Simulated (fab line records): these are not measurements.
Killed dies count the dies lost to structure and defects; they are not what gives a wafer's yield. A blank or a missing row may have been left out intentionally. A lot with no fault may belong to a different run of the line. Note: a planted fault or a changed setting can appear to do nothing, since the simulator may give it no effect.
Matching of chambers + flow nandHarc + NHARC_THIN_TSV_CMP_21 on cmp-04 has 4 sister chambers
The step polishes, t overpolish 30 s, target thk 2000 nm. 4 wafers are shown with their chamber, then 7 later ones without.

## WAFERS, EACH WITH ITS CHAMBER
| wafer  | chamber | motorCurrentA (A) |
|--------|---------|-------------------|
| L954.6 | 3       | 11.4              |
| L968.6 | 1       | 11.3              |
| L969.2 | 2       | 11.4              |
| L969.5 | 0       | 12.7              |

## WAFERS MISSING THEIR CHAMBER
| wafer  | motorCurrentA (A) |
|--------|-------------------|
| L969.6 | 11.6              |
| L970.2 | 11.7              |
| L970.4 | 13.5              |
| L970.5 | 12.4              |
| L973.1 | 11.8              |
| L973.2 | 12.1              |
| L973.6 | 11.4              |

## EACH ONE'S CHAMBER
| wafer  | from the rows above               | in truth |
|--------|-----------------------------------|----------|
| L969.6 | can't be placed: 2 or 3 or 1      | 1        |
| L970.2 | can't be placed: 2 or 3 or 1 or 0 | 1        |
| L970.4 | 0                                 | 0        |
| L970.5 | can't be placed: 0 or 2 or 3 or 1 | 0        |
| L973.1 | can't be placed: 2 or 3 or 1 or 0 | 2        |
| L973.2 | can't be placed: 0 or 2 or 3 or 1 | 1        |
| L973.6 | can't be placed: 2 or 3 or 1      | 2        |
1 of 7 placed correctly. Unplaceable from these rows: 6, with the true chamber sitting among the candidates in 6. Wrongly placed: 0.
How it was worked out, from the rows above alone: a wafer's distance from a chamber is the root of the sum, over the readings, of the square of ((its reading less the chamber's mean) divided by the reading's scatter). If the next closest chamber is less than 2 further off than the closest, the wafer can't be placed; otherwise it belongs to the closest. For every chamber, the mean is computed from those of its wafers that are shown. The scatter: with one shown wafer a chamber, the root of the mean of the squares of how far each hidden wafer lies from its nearest shown one.
